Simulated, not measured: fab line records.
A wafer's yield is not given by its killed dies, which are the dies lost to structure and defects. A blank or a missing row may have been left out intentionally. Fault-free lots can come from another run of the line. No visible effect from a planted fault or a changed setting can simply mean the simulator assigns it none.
Chamber matching -- flow n5_finfet -- rie_si-06 running N5_FIN_CUT_CUT_ETCH_28: 4 sister chambers
The step etches Si in HBr/Cl2/O2, target depth 6 nm, time 2.4 s. 16 wafers are shown with their chamber, then 8 later ones without.

EACH WAFER AND ITS CHAMBER
wafer,chamber,throttle_valve_pct (%),drypump_motor_current_A (A),oes_o_777_au (a.u.)
L077.1,0,37.52,6.7,0.983
L077.3,2,37.19,5.7,0.973
L077.5,1,36.72,5.0,1.016
L078.1,3,37.59,5.9,0.999
L078.3,2,37.18,5.6,0.976
L078.6,2,37.17,5.7,0.977
L083.1,2,37.19,5.7,0.969
L083.2,1,36.71,5.0,1.017
L083.4,3,37.58,5.8,1.010
L084.3,3,37.59,5.8,1.008
L084.5,2,37.18,5.7,0.974
L084.6,1,36.72,5.0,1.029
L090.1,0,37.53,6.6,0.983
L090.3,2,37.17,5.7,0.973
L090.6,0,37.53,6.6,0.989
L093.1,0,37.53,6.6,0.984

SIGNATURES (averages over the wafers above)
reading,chamber 0,chamber 1,chamber 2,chamber 3,scatter within a chamber
throttle_valve_pct,37.5275,36.7167,37.1800,37.5867,0.00712
drypump_motor_current_A,6.625,5.000,5.683,5.833,0.0433
oes_o_777_au,0.98475,1.02067,0.97367,1.00567,0.00445
Rule: a wafer lies at a distance from a chamber equal to the root of the sum of squares, over the readings, of (its reading less the chamber's mean, divided by the reading's scatter). The wafer belongs to the nearest chamber; if the next one is less than 2 further off, it can't be placed. How the scatter is found: for the shown wafers, subtract from each reading the mean of its chamber, square and add these, divide the total by (wafers less chambers), then take the root.

WAFERS MISSING THEIR CHAMBER
wafer,throttle_valve_pct (%),drypump_motor_current_A (A),oes_o_777_au (a.u.)
L093.4,37.59,5.8,1.002
L093.5,37.53,6.6,0.988
L094.2,36.72,5.0,1.024
L094.3,37.20,5.7,0.974
L094.4,37.52,6.6,0.992
L096.2,37.19,5.6,0.968
L096.3,36.73,5.0,1.016
L096.6,37.52,6.6,0.995

CHAMBER TAKEN BY EACH
wafer,from the rows above,in truth
L093.4,3,3
L093.5,0,0
L094.2,1,1
L094.3,2,2
L094.4,0,0
L096.2,2,2
L096.3,1,1
L096.6,0,0
8 of 8 placed correctly. Can't be placed from these rows: 0. 0 placed wrongly.
